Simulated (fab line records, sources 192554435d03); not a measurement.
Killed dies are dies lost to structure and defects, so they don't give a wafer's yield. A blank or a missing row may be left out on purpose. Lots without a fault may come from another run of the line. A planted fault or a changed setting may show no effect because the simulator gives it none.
One fault seen from 2 desks | flow n5_finfet | each desk has only its own numbers; what lay behind them comes last

THE METROLOGY DESK
What the gauges read, lot by lot, whatever tool the lot ran on: means of the sampled wafers that have a number. A lot is out of limits, marked OUT, if its mean lies more than 4 standard deviations from the usual mean; the brackets give that distance. Of its 11 readings 7 are shown: the one that was out of limits first, and those that lie furthest out on some lot.
Columns: A = DIBL_P at N5_BEOL_M4_RC_MEAS_101, usual 36.2 mV/V; B = IOFF_P at N5_BEOL_M4_RC_MEAS_101, usual 0.22 nA/um; C = IOFF_P_85C at N5_BEOL_M4_RC_MEAS_101, usual 3.7 nA/um; D = IOFF_P_LIN at N5_BEOL_M4_RC_MEAS_101, usual 0.102 nA/um; E = REXT_P at N5_BEOL_M4_RC_MEAS_101, usual 100.7 ohm.um; F = SS_P at N5_BEOL_M4_RC_MEAS_101, usual 73.2 mV/dec; G = VT_P_LVT at N5_BEOL_M4_RC_MEAS_101, usual -98 mV
lot  | first seen here | A              | B              | C              | D               | E              | F               | G
L252 | day 5 12:31     | 37.5           | 0.22           | 3.8            | 0.102           | 99.9           | 73.3            | -99
L254 | day 6 02:59     | 36.9           | 0.21           | 3.7            | 0.101           | 98.9           | 73.2            | -98
L256 | day 6 17:10     | 56.5 (+10) OUT | 2.18 (+48) OUT | 25.4 (+37) OUT | 0.750 (+41) OUT | 79.7 (-12) OUT | 77.4 (+6.0) OUT | -54 (+12) OUT
L258 | day 6 23:53     | 35.7           | 0.24           | 4.0            | 0.112           | 99.3           | 73.8            | -94
L261 | day 7 17:50     | 63.2 (+13) OUT | 3.77 (+87) OUT | 40.5 (+64) OUT | 0.890 (+49) OUT | 80.4 (-11) OUT | 81.4 (+12) OUT  | -52 (+13) OUT
L265 | day 8 19:08     | 33.8           | 0.20           | 3.5            | 0.099           | 99.9           | 72.6            | -98
L266 | day 9 02:31     | 36.4           | 0.23           | 3.8            | 0.106           | 102.6          | 73.4            | -94
L267 | day 9 13:48     | 35.8           | 0.15           | 2.8            | 0.076           | 99.5           | 73.0            | -105
This desk's finding: out of limits on L256, L261; first on L256, day 11 03:49 (DIBL_P at N5_BEOL_M4_RC_MEAS_101). In limits: L252, L254, L258, L265, L266, L267.

THE TOOL OWNER'S DESK: rtp_anneal-02
The tool's own readings at N5_SD_ACTIVATION_RTA_00 (time 0 s): means of the sampled wafers that have a number, for each lot that ran on this tool. A lot is out of limits, marked OUT, if its mean lies more than 4 standard deviations from the usual mean; the brackets give that distance. Of its 9 readings 7 are shown: the one that was out of limits first, and those that lie furthest out on some lot.
Columns: A = lamp_power_pct at N5_SD_ACTIVATION_RTA_00, usual 8.96 %; B = lamp_zone_1_pct at N5_SD_ACTIVATION_RTA_00, usual 8.952 %; C = lamp_zone_3_pct at N5_SD_ACTIVATION_RTA_00, usual 8.953 %; D = lamp_zone_4_pct at N5_SD_ACTIVATION_RTA_00, usual 8.949 %; E = lamp_zone_5_pct at N5_SD_ACTIVATION_RTA_00, usual 8.953 %; F = lamp_zone_6_pct at N5_SD_ACTIVATION_RTA_00, usual 8.879 %; G = lamp_zone_7_pct at N5_SD_ACTIVATION_RTA_00, usual 9.352 %
lot  | first seen here | A               | B                | C                | D                | E                | F                | G
L252 | day 5 12:49     | 8.94            | 8.941            | 8.962            | 8.970            | 8.954            | 8.863            | 9.343
L254 | day 6 03:20     | 8.90            | 8.968            | 8.990            | 8.981            | 8.946            | 8.907            | 9.351
L256 | day 6 17:23     | 10.38 (+27) OUT | 10.333 (+51) OUT | 10.327 (+51) OUT | 10.338 (+48) OUT | 10.312 (+50) OUT | 10.265 (+51) OUT | 10.822 (+57) OUT
L261 | day 7 18:13     | 10.39 (+28) OUT | 10.383 (+53) OUT | 10.370 (+52) OUT | 10.370 (+49) OUT | 10.339 (+51) OUT | 10.255 (+51) OUT | 10.777 (+55) OUT
This desk's finding: out of limits on L256, L261; first on L256, day 6 17:23 (lamp_power_pct at N5_SD_ACTIVATION_RTA_00). In limits: L252, L254.

PUT TOGETHER
The tool owner's desk could have raised an alarm at day 6 17:23, on L256, L261.
The metrology desk could have raised an alarm at day 11 03:49, on L256, L261.
Of the lots named, all ran N5_SD_ACTIVATION_RTA_00 on rtp_anneal-02.

WHAT THE SIMULATOR HAD PUT IN
Process parameter drift: rtp_anneal-02, from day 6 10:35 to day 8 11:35, at N5_SD_ACTIVATION_RTA_00. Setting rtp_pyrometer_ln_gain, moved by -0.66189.
Lots struck among those shown: L256, L261.
Hours from the fault's start to each desk's first reading out of limits: the tool owner's desk, 7; the metrology desk, 113.
